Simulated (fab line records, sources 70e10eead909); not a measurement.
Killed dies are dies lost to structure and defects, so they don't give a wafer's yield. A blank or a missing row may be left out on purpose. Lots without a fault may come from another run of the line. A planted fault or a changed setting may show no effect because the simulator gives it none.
Chamber matching | flow nand_harc | NHARC_P_M1_ETCH_35 on rie_diel-10: 4 sister chambers
The step etches the open film in N2/H2, target depth 40 nm, overetch 12 nm, time 43.94 s. 14 wafers are shown with their chamber, then 7 later ones without.

WAFERS WITH THEIR CHAMBER
wafer  | chamber | showerhead_plenum_p_Torr (Torr) | drypump_motor_current_A (A) | rf_vpp_V (V)
L857.2 | 1       | 2.03                            | 5.72                        | 430.8
L857.3 | 0       | 2.14                            | 5.64                        | 433.6
L857.6 | 2       | 2.20                            | 5.55                        | 432.9
L859.1 | 1       | 2.03                            | 5.69                        | 430.8
L859.2 | 3       | 1.97                            | 5.36                        | 428.7
L859.5 | 1       | 2.03                            | 5.71                        | 430.5
L860.3 | 2       | 2.19                            | 5.54                        | 434.6
L860.4 | 0       | 2.14                            | 5.64                        | 433.7
L860.6 | 2       | 2.19                            | 5.55                        | 434.5
L862.1 | 2       | 2.19                            | 5.55                        | 434.7
L862.3 | 1       | 2.03                            | 5.71                        | 431.9
L862.5 | 0       | 2.14                            | 5.64                        | 433.1
L874.2 | 0       | 2.14                            | 5.63                        | 433.7
L874.4 | 2       | 2.19                            | 5.55                        | 434.2

SIGNATURES (means of the wafers above)
reading                  | chamber 0 | chamber 1 | chamber 2 | chamber 3 | scatter within a chamber
showerhead_plenum_p_Torr | 2.1400    | 2.0300    | 2.1920    | 1.9700    | 0.00283
drypump_motor_current_A  | 5.6375    | 5.7075    | 5.5480    | 5.3600    | 0.00794
rf_vpp_V                 | 433.525   | 431.000   | 434.180   | 428.700   | 0.598
Rule: a wafer's distance from a chamber is the root of the sum, over the readings, of the square of ((its reading less the chamber's mean) divided by the reading's scatter). The wafer belongs to the nearest chamber; if the next one is less than 2 further off, it can't be placed. The scatter: the root of (the sum of the squares of (reading less its chamber's mean) over the shown wafers, divided by (wafers less chambers)).

WAFERS WITHOUT THEIR CHAMBER
wafer  | showerhead_plenum_p_Torr (Torr) | drypump_motor_current_A (A) | rf_vpp_V (V)
L874.5 | 2.03                            | 5.71                        | 430.1
L876.1 | 2.19                            | 5.55                        | 434.7
L876.3 | 1.97                            | 5.33                        | 428.8
L876.5 | 1.96                            | 5.33                        | 428.3
L878.1 | 2.19                            | 5.53                        | 433.9
L878.2 | 2.13                            | 5.66                        | 433.6
L878.4 | 1.96                            | 5.36                        | 428.5

WHICH CHAMBER EACH WENT THROUGH
wafer  | from the rows above | in truth
L874.5 | 1                   | 1
L876.1 | 2                   | 2
L876.3 | 3                   | 3
L876.5 | 3                   | 3
L878.1 | 2                   | 2
L878.2 | 0                   | 0
L878.4 | 3                   | 3
Placed correctly: 7 of 7. Can't be placed from these rows: 0. Placed wrongly: 0.
